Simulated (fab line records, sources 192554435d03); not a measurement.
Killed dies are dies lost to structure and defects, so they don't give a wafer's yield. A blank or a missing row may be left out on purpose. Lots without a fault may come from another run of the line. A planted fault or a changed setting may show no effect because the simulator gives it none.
A struck lot beside a sound one | flow n5_finfet | 15 steps out of a route of 1938
Sound: wafers L886.2, L886.4, L886.6. Struck: wafers L891.5, L891.6. (L891.2 of the same lot was not struck and is left out.) The cause comes at the end.
At each step with rows: each side's tool, then ch and its chambers, then its first start. Under that, the readings that differ: sound wafers | struck wafers | difference of the means | sigmas: that difference in standard deviations of wafers without a fault.
alike: readings whose means differ by less than 2 such deviations, and words and numbers that are the same on both sides. not compared: withheld readings, readings that some wafer has no value for, bounds like >300 that may hide the same value, and numbers for which the record gives no deviation and whose values overlap.
The two part at a step that has a row with sigmas, a row that says differs or no value, or rows on one side only. Numbers that don't overlap but have no deviation are shown without sigmas and don't part them. A reading that every wafer of one side lacks parts them only if that side has two wafers or more.

first, 4 steps without rows for these wafers: N5_HKMG_FIN_ALD_72 (deposits W, target thk 2 nm, pulse time 1 s, purge time 2 s); N5_HKMG_FIN_W_FILL_22 (material W, target thk 60 nm, time 18.2 s); N5_HKMG_FIN_PRECLEAN_83 (cleans in DIW, time 57.5 s); N5_HKMG_FIN_SRD_84 (dry time 32 s).
N5_HKMG_FIN_CMP_23: polishes, stops on SiNx, t overpolish 10 s, target thk 46.326 nm.
  sound on cmp-02 ch 0,2,3, day 6 14:35; struck on cmp-02 ch 0,3, day 7 17:41
  alike: motor_current_A, overpolish_run_s, time_to_endpoint_s
then, 1 step without rows for these wafers: N5_HKMG_FIN_CMP_94 (polishes, stops on SiNx, t overpolish 4.7 s, target thk 43.299 nm).
N5_HKMG_FIN_INSPECT_28: inspects for defects (darkfield).
  sound on defect_inspect-02, day 6 15:13; struck on defect_inspect-01, day 7 18:23
  alike: raw_defect_count
N5_GATE_CUT_ETCHBACK_00: etches W in SF6/Cl2.
  sound on rie_metal-03 ch 1, day 6 15:15; struck on rie_metal-03 ch 0,1, day 7 18:25
  alike: drypump_motor_current_A, oes_product_au, throttle_valve_pct
  not compared: rf_hours_counter_h
N5_GATE_CUT_ETCH_56: etches TiN in Cl2/Ar, target depth 21.6 nm.
  sound on rie_metal-03 ch 1, day 6 15:22; struck on rie_metal-03 ch 0,1, day 7 18:32
  alike: drypump_motor_current_A, oes_ar_750_au, oes_product_au, throttle_valve_pct
  not compared: rf_hours_counter_h
N5_GATE_CUT_ETCHBACK_30: etches TiN in Cl2/Ar, target depth 3 nm.
  sound on rie_metal-03 ch 1, day 6 15:28; struck on rie_metal-03 ch 0,1, day 7 18:38
  alike: drypump_motor_current_A, oes_ar_750_au, oes_product_au, throttle_valve_pct
  not compared: rf_hours_counter_h
then, 1 step without rows for these wafers: N5_GATE_CUT_VAPOR_ETCH_60 (etches HfO2 in BCl3/Cl2).
N5_GATE_CUT_ETCH_58: etches SiNx in CH3F/O2, target depth 17 nm, time 128.6 s.
  sound on rie_diel-01 ch 0,2, day 6 15:32; struck on rie_diel-01 ch 2,3, day 7 18:43
  reading                              | sound            | struck     | difference | sigmas
  model.etch.depth_nm (nm)             | 17.36 17.25 17.5 | 12.88 12.2 | -4.83      |
  model.SiNx_of_SDB_ALD_29.thk_nm (nm) | 24.4 24.6 24.6   | 25.4 25.4  | +0.9       |
  alike: drypump_motor_current_A, oes_product_au, rf_vpp_V, showerhead_plenum_p_Torr, throttle_valve_pct
  not compared: rf_hours_counter_h
N5_GATE_CUT_STRIP_59: strips in N2/H2, time 20 s.
  sound on rie_diel-01 ch 0,2, day 6 15:38; struck on rie_diel-01 ch 2,3, day 7 18:49
  alike: drypump_motor_current_A, oes_product_au, rf_vpp_V, showerhead_plenum_p_Torr, temp_c, throttle_valve_pct
  not compared: rf_hours_counter_h
-- the record jumps here: 4 days lie between the struck wafers' starts before and after (it left off in module GATE_CUT and takes up again in module BEOL_M4, whose first step shown is number 1111 of the route) --
N5_BEOL_M4_RC_MEAS_101:
  sound on prober-02 ch 0, day 10 03:08; struck on prober-01 ch 0, day 11 15:24
  reading        | sound          | struck    | difference | sigmas
  IOFF_P (nA/um) | 0.16 0.26 0.22 | 0.31 0.32 | +0.10      | +3
  alike: DIBL_N, DIBL_P, IOFF_N, ION_N, ION_P, SS_N, SS_P, VT_N, VT_P
-- the record jumps here: 4 days lie between the struck wafers' starts before and after (it left off in module BEOL_M4 and takes up again in module PASSIVATION, whose first step shown is number 1936 of the route) --
N5_PASSIVATION_PROBE_49:
  the record has rows for the struck wafers here (prober-01, day 16 02:32) and none for the sound ones

WHERE THEY PART
First at N5_BEOL_M4_RC_MEAS_101; last, within this record, at N5_PASSIVATION_PROBE_49.

WHY: what the simulator had put in
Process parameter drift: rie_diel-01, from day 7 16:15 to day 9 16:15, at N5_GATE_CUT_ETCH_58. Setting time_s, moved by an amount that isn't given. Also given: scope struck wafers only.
